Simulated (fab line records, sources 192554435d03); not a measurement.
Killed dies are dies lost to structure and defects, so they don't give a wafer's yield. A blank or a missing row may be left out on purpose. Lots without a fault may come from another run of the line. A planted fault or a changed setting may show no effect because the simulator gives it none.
Chamber matching | flow n5_finfet | N5_FIN_CUT_CUT_ETCH_15 on rie_si-05: 4 sister chambers
The step etches Si in HBr/Cl2/O2, target depth 100 nm, bt time 10 s, time 42.4 s. 20 wafers are shown with their chamber, then 10 later ones without.

WAFERS WITH THEIR CHAMBER
wafer  | chamber | drypump_motor_current_A (A) | throttle_valve_pct (%) | oes_product_au (a.u.)
L074.1 | 2       | 4.9                         | 36.71                  | 0.997
L074.2 | 3       | 6.1                         | 36.73                  | 0.990
L074.3 | 1       | 5.7                         | 36.69                  | 0.996
L076.1 | 0       | 6.0                         | 36.86                  | 1.006
L076.2 | 3       | 6.1                         | 36.73                  | 0.995
L076.3 | 1       | 5.8                         | 36.69                  | 0.998
L076.4 | 2       | 4.9                         | 36.73                  | 1.000
L076.5 | 0       | 6.0                         | 36.85                  | 1.011
L076.6 | 3       | 6.1                         | 36.73                  | 0.990
L077.1 | 2       | 4.9                         | 36.72                  | 0.992
L077.5 | 1       | 5.7                         | 36.72                  | 0.997
L077.6 | 2       | 4.9                         | 36.72                  | 0.996
L080.1 | 2       | 4.9                         | 36.71                  | 1.006
L080.3 | 3       | 6.1                         | 36.73                  | 0.992
L080.5 | 2       | 4.9                         | 36.74                  | 0.997
L082.1 | 1       | 5.8                         | 36.69                  | 0.996
L082.4 | 0       | 6.0                         | 36.86                  | 1.005
L082.5 | 0       | 6.0                         | 36.87                  | 1.008
L084.1 | 0       | 6.0                         | 36.86                  | 1.011
L084.4 | 1       | 5.7                         | 36.69                  | 0.998

SIGNATURES (means of the wafers above)
reading                 | chamber 0 | chamber 1 | chamber 2 | chamber 3 | scatter within a chamber
drypump_motor_current_A | 6.000     | 5.740     | 4.900     | 6.100     | 0.0274
throttle_valve_pct      | 36.8600   | 36.6960   | 36.7217   | 36.7300   | 0.01
oes_product_au          | 1.00820   | 0.99700   | 0.99800   | 0.99175   | 0.00318
Rule: a wafer's distance from a chamber is the root of the sum, over the readings, of the square of ((its reading less the chamber's mean) divided by the reading's scatter). The wafer belongs to the nearest chamber; if the next one is less than 2 further off, it can't be placed. The scatter: the root of (the sum of the squares of (reading less its chamber's mean) over the shown wafers, divided by (wafers less chambers)).

WAFERS WITHOUT THEIR CHAMBER
wafer  | drypump_motor_current_A (A) | throttle_valve_pct (%) | oes_product_au (a.u.)
L084.5 | 4.9                         | 36.73                  | 0.996
L090.1 | 6.0                         | 36.85                  | 1.008
L090.2 | 5.8                         | 36.70                  | 1.002
L090.3 | 4.9                         | 36.72                  | 0.994
L091.1 | 5.7                         | 36.70                  | 1.004
L091.4 | 6.0                         | 36.87                  | 1.009
L091.6 | 4.9                         | 36.72                  | 0.995
L095.2 | 6.1                         | 36.73                  | 0.982
L095.3 | 4.9                         | 36.72                  | 0.986
L095.6 | 4.9                         | 36.74                  | 0.992

WHICH CHAMBER EACH WENT THROUGH
wafer  | from the rows above | in truth
L084.5 | 2                   | 2
L090.1 | 0                   | 0
L090.2 | 1                   | 1
L090.3 | 2                   | 2
L091.1 | 1                   | 1
L091.4 | 0                   | 0
L091.6 | 2                   | 2
L095.2 | 3                   | 3
L095.3 | 2                   | 2
L095.6 | 2                   | 2
Placed correctly: 10 of 10. Can't be placed from these rows: 0. Placed wrongly: 0.
